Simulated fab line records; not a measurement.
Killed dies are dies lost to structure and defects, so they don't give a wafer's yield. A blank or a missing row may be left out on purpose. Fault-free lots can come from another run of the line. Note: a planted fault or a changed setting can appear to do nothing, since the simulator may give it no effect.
Chamber matching + flow n5 finfet + 3 sister chambers for N5_BEOL_M7_CURE_74 on uv cure-01
The step cures SiCOH lowk, time 240 s. 3 wafers are shown with their chamber, then 8 later ones without.

## WAFERS WITH THEIR CHAMBER
| wafer  | chamber | wafer_temp_C_max |
|--------|---------|------------------|
| L078.6 | 0       | 387.0            |
| L082.6 | 1       | 386.7            |
| L083.1 | 2       | 386.0            |

## WAFERS MISSING THEIR CHAMBER
| wafer  | wafer_temp_C_max |
|--------|------------------|
| L083.2 | 385.7            |
| L083.3 | 387.2            |
| L089.2 | 387.4            |
| L089.3 | 387.2            |
| L089.5 | 387.1            |
| L094.3 | 385.1            |
| L094.5 | 385.6            |
| L094.6 | 385.9            |

## WHICH CHAMBER EACH ONE RAN IN
| wafer  | from the rows above     | in truth |
|--------|-------------------------|----------|
| L083.2 | can't be placed: 2 or 1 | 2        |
| L083.3 | can't be placed: 0 or 1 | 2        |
| L089.2 | can't be placed: 0 or 1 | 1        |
| L089.3 | can't be placed: 0 or 1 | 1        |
| L089.5 | can't be placed: 0 or 1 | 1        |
| L094.3 | can't be placed: 2 or 1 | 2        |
| L094.5 | can't be placed: 2 or 1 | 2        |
| L094.6 | can't be placed: 2 or 1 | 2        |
Correct placement for 0 of the 8. Can't be placed from these rows: 8 (the true chamber is among the candidates in 7). 0 placed wrongly.
How it was worked out, from the rows above alone: a wafer's distance from a chamber is the root of the sum, over the readings, of the square of ((its reading less the chamber's mean) divided by the reading's scatter). The wafer belongs to the nearest chamber; if the next one is less than 2 further off, it can't be placed. Each chamber's mean is taken over the wafers shown for it. The scatter: root of mean squared gap, hidden wafer to nearest shown wafer, with one shown wafer a chamber.
